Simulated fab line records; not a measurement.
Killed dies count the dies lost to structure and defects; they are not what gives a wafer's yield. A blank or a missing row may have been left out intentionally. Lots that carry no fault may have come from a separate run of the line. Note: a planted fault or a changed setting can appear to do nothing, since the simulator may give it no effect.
One fault through the eyes of 3 desks || flow nandHarc || each desk has only its own numbers; what lay behind them comes last

== FROM THE METROLOGY DESK ==
What the gauges read, lot by lot, whatever tool the lot ran on: means of the sampled wafers that have a number. Any lot whose mean is over 4 standard deviations away from the usual mean is out of limits and marked OUT; that distance is given in the brackets.
Columns: A = cdNm at NHARC_P_ZERO_WELL_CD_MEAS_52, usual 1999.8 nm
{"lot": "L109", "first seen here": "day 2 01:48", "A": 2000.6}
{"lot": "L111", "first seen here": "day 2 21:56", "A": 1997.1}
{"lot": "L112", "first seen here": "day 3 07:47", "A": 1999.7}
{"lot": "L113", "first seen here": "day 3 17:44", "A": 2000.7}
{"lot": "L114", "first seen here": "day 4 03:49", "A": 1998.6}
{"lot": "L115", "first seen here": "day 4 13:54", "A": 1998.7}
{"lot": "L116", "first seen here": "day 4 23:59", "A": 2001.1}
{"lot": "L117", "first seen here": "day 5 09:50", "A": 2000.5}
{"lot": "L120", "first seen here": "day 6 15:55", "A": 2001.5}
{"lot": "L129", "first seen here": "day 10 09:59", "A": "2029.7 (+15) OUT"}
{"lot": "L132", "first seen here": "day 11 15:56", "A": 2003.6}
This desk's finding: out of limits on L129; first on L129, day 10 09:59 (cdNm at NHARC_P_ZERO_WELL_CD_MEAS_52). Within limits: L109, L111, L112, L113, L114, L115, L116, L117, L120, L132.

== THE DEFECT DESK ==
Inspection counts along the route, by lot: the mean over sampled wafers that carry a number. Any lot whose mean is over 4 standard deviations away from the usual mean is out of limits and marked OUT; that distance is given in the brackets.
Columns: A = rawDefectCount at NHARC_P_ZERO_WELL_INSPECT_43, usual 14
{"lot": "L109", "first seen here": "day 2 03:37", "A": 11}
{"lot": "L111", "first seen here": "day 2 23:44", "A": 6}
{"lot": "L112", "first seen here": "day 3 09:40", "A": 8}
{"lot": "L113", "first seen here": "day 3 19:33", "A": 12}
{"lot": "L114", "first seen here": "day 4 05:36", "A": 18}
{"lot": "L115", "first seen here": "day 4 15:45", "A": 12}
{"lot": "L116", "first seen here": "day 5 01:53", "A": 18}
{"lot": "L117", "first seen here": "day 5 11:40", "A": 12}
{"lot": "L120", "first seen here": "day 6 17:44", "A": 11}
{"lot": "L129", "first seen here": "day 10 16:21", "A": 10}
{"lot": "L132", "first seen here": "day 11 17:46", "A": 18}
Finding of this desk: none of the 11 lots has anything out of limits.

== TOOL OWNER'S DESK, krfScanner-02 ==
The tool's own readings at NHARC_P_ZERO_WELL_EXPOSE_49 (exposes mask P HVPW, target cd 2000 nm): means of the sampled wafers that have a number, for each lot that ran on this tool. Any lot whose mean is over 4 standard deviations away from the usual mean is out of limits and marked OUT; that distance is given in the brackets.
Columns: A = focusOffsetNm at NHARC_P_ZERO_WELL_EXPOSE_49, usual -0.1 nm
{"lot": "L109", "first seen here": "day 2 01:38", "A": -0.0}
{"lot": "L112", "first seen here": "day 3 07:38", "A": -0.3}
{"lot": "L113", "first seen here": "day 3 17:35", "A": -0.3}
{"lot": "L115", "first seen here": "day 4 13:45", "A": 0.2}
{"lot": "L117", "first seen here": "day 5 09:40", "A": -0.2}
{"lot": "L120", "first seen here": "day 6 15:46", "A": 0.1}
{"lot": "L129", "first seen here": "day 10 09:49", "A": -0.1}
Finding of this desk: none of the 7 lots has anything out of limits.

== ALL TOGETHER ==
L129 would have let the metrology desk raise an alarm at day 10 09:59.
Nothing the defect desk looked at was out of limits.
The tool owner's desk saw nothing out of limits.
The defect desk has L129 on record, within its limits.
Tool owner's desk: L129 on record, inside its limits.
Of the lots named, all ran NHARC_P_ZERO_WELL_EXPOSE_49 on krfScanner-02.

== WHAT HAD BEEN PUT IN BY THE SIMULATOR ==
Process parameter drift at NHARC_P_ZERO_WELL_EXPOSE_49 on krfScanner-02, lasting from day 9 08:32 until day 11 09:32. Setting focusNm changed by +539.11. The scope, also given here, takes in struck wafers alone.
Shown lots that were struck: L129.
Hours from the fault's start to each desk's first reading out of limits: the metrology desk, 25.
